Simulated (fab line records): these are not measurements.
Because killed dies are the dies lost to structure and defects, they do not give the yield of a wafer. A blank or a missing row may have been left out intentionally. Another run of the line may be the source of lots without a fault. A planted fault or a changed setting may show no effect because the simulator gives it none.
Comparing a struck lot with a sound one -- flow nand harc -- 14 steps out of a route of 1302
Sound: these wafers, L173.1, L173.2, L173.5. Struck: wafers L178.2, L178.4 (left out: L178.3, a lot-mate that was not struck); the cause follows at the end.
Per side, at each step with rows, come the tool, then ch with its chambers, and then its first start. Under that, the readings that differ: sound wafers -- struck wafers -- difference of the means -- sigmas: that difference in standard deviations of wafers without a fault.
alike: readings whose means differ by less than 2 such deviations, and words and numbers that are the same on both sides. not compared: withheld readings, readings that some wafer has no value for, bounds like >300 that may hide the same value, and numbers for which the record gives no deviation and whose values overlap.
A row with sigmas, a row that says differs or no value, or rows on one side alone: a step with any of these is where the two part. Non-overlapping numbers with no deviation appear without sigmas and do not part them. A reading missing from all wafers of one side parts the sides only when that side holds two or more wafers.

first, 1 step without rows for these wafers: NHARC_A_ONON_D1_DEP_09 (target thk 1000 nm).
NHARC_A_ONON_D1_THK_MEAS_11: measures by ellipsometry.
  sound on film metro-02 at day 7 23:19; struck on film metro-01 at day 9 17:05
  alike: thk nm
then, 1 step without rows for these wafers: NHARC_A_ONON_D1_DEP_12 (target thk 1000 nm).
NHARC_A_ONON_D1_THK_MEAS_14: measures by ellipsometry.
  sound on film metro-01 at day 7 23:52; struck on film metro-01 at day 9 17:39
reading,sound,struck,difference,sigmas
thk nm (nm),985 985 986,1019 1018,+33,+3
then, 2 steps without rows for these wafers: NHARC_A_ONON_D1_ANNEAL_15 (time 3600 s); NHARC_A_ONON_D1_DEP_16 (target thk 1000 nm).
NHARC_A_ONON_D1_THK_MEAS_18: measures by ellipsometry.
  sound on film metro-01 at day 8 07:38; struck on film metro-02 at day 10 01:29
  alike: thk nm
then, 1 step without rows for these wafers: NHARC_A_ONON_D1_DEP_19 (target thk 1000 nm).
NHARC_A_ONON_D1_THK_MEAS_21: measures by ellipsometry.
  sound on film metro-02 at day 8 08:13; struck on film metro-02 at day 10 02:04
reading,sound,struck,difference,sigmas
thk nm (nm),985 987 985,1008 1004,+20,+2
then, 1 step without rows for these wafers: NHARC_A_ONON_D1_DEP_22 (target thk 1000 nm).
NHARC_A_ONON_D1_THK_MEAS_24: measures by ellipsometry.
  sound on film metro-02 at day 8 08:47; struck on film metro-02 at day 10 02:37
  alike: thk nm
NHARC_A_ONON_D1_DEP_25: target thk 1000 nm.
  sound on pecvd onon-01 ch 0, day 8 08:50; struck on pecvd onon-01 ch 0, day 10 02:44
  alike: n2o flow sccm
NHARC_A_ONON_D1_THK_MEAS_27: measures by ellipsometry.
  sound on film metro-01 at day 8 09:21; struck on film metro-01 at day 10 03:22
reading,sound,struck,difference,sigmas
thk nm (nm),1017 1017 1016,1306 1307,+290,+33
  not compared: hold
-- jump in the record: it breaks off in module A_ONON_D1 and resumes in module END (first step shown: number 1302 of the route), and 16 days separate the struck wafers' starts before and after --
NHARC_END_SORT_01:
  sound on prober-02 ch 0, day 24 09:23; struck on prober-02 ch 0, day 26 13:07
reading,sound,struck,difference,sigmas
hold,- - -,await dispo/2.0h/release await dispo/2.0h/release,no value on the sound wafers,
killed at array,56 75 73,677 674,+608,+34
killed dies,58 77 76,677 677,+607,+32
  alike: killed at other, killed at periphery, killed open, killed short

== WHERE THEY PART ==
Last at NHARC_END_SORT_01 as far as this record goes, first at NHARC_A_ONON_D1_THK_MEAS_14.

WHY: the cause the simulator had injected
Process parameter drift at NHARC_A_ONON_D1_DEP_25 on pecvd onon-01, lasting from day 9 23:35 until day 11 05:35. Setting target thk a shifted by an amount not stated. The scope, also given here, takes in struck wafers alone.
